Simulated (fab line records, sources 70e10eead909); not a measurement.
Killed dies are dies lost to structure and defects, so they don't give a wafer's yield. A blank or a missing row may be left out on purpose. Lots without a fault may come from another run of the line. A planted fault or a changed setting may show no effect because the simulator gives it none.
Chamber matching | flow nand_harc | NHARC_A_STAIRCASE_DESCUM_252 on rie_diel-01: 4 sister chambers
The step chemistry O2, time 3 s. 18 wafers are shown with their chamber, then 9 later ones without.

WAFERS WITH THEIR CHAMBER
wafer  | chamber | drypump_motor_current_A (A) | showerhead_plenum_p_Torr (Torr) | oes_product_au (a.u.)
L076.1 | 2       | 6.2                         | 1.79                            | 0.999
L076.2 | 0       | 5.4                         | 1.76                            | 1.001
L076.5 | 0       | 5.4                         | 1.76                            | 1.010
L079.2 | 2       | 6.2                         | 1.78                            | 1.005
L079.5 | 0       | 5.5                         | 2.07                            | 1.000
L079.6 | 1       | 5.9                         | 1.94                            | 1.008
L083.1 | 3       | 5.7                         | 1.84                            | 0.986
L083.3 | 1       | 5.9                         | 1.93                            | 1.015
L083.4 | 0       | 5.5                         | 2.07                            | 1.016
L089.2 | 2       | 6.2                         | 1.78                            | 1.011
L089.3 | 3       | 5.7                         | 1.84                            | 0.989
L089.6 | 1       | 5.9                         | 1.93                            | 0.999
L090.2 | 0       | 5.4                         | 2.06                            | 1.011
L090.4 | 2       | 6.2                         | 1.77                            | 1.027
L090.5 | 2       | 6.2                         | 1.77                            | 1.023
L090.1 | 3       | 5.6                         | 1.84                            | 1.003
L090.3 | 1       | 5.9                         | 1.93                            | 1.015
L090.6 | 3       | 5.7                         | 1.84                            | 1.000

SIGNATURES (means of the wafers above)
reading                  | chamber 0 | chamber 1 | chamber 2 | chamber 3 | scatter within a chamber
drypump_motor_current_A  | 5.440     | 5.900     | 6.200     | 5.675     | 0.0373
showerhead_plenum_p_Torr | 1.9440    | 1.9325    | 1.7780    | 1.8400    | 0.09
oes_product_au           | 1.00760   | 1.00925   | 1.01300   | 0.99450   | 0.00897
Rule: a wafer's distance from a chamber is the root of the sum, over the readings, of the square of ((its reading less the chamber's mean) divided by the reading's scatter). The wafer belongs to the nearest chamber; if the next one is less than 2 further off, it can't be placed. The scatter: the root of (the sum of the squares of (reading less its chamber's mean) over the shown wafers, divided by (wafers less chambers)).

WAFERS WITHOUT THEIR CHAMBER
wafer  | drypump_motor_current_A (A) | showerhead_plenum_p_Torr (Torr) | oes_product_au (a.u.)
L091.1 | 6.2                         | 1.77                            | 1.028
L091.2 | 5.9                         | 1.93                            | 1.010
L091.3 | 5.4                         | 2.06                            | 1.004
L092.3 | 5.9                         | 1.92                            | 0.995
L092.4 | 5.7                         | 1.84                            | 0.990
L092.6 | 5.7                         | 1.84                            | 0.989
L094.1 | 5.5                         | 2.06                            | 1.012
L094.3 | 5.9                         | 1.92                            | 1.003
L094.4 | 5.7                         | 1.83                            | 0.980

WHICH CHAMBER EACH WENT THROUGH
wafer  | from the rows above | in truth
L091.1 | 2                   | 2
L091.2 | 1                   | 1
L091.3 | 0                   | 0
L092.3 | 1                   | 1
L092.4 | 3                   | 3
L092.6 | 3                   | 3
L094.1 | 0                   | 0
L094.3 | 1                   | 1
L094.4 | 3                   | 3
Placed correctly: 9 of 9. Can't be placed from these rows: 0. Placed wrongly: 0.
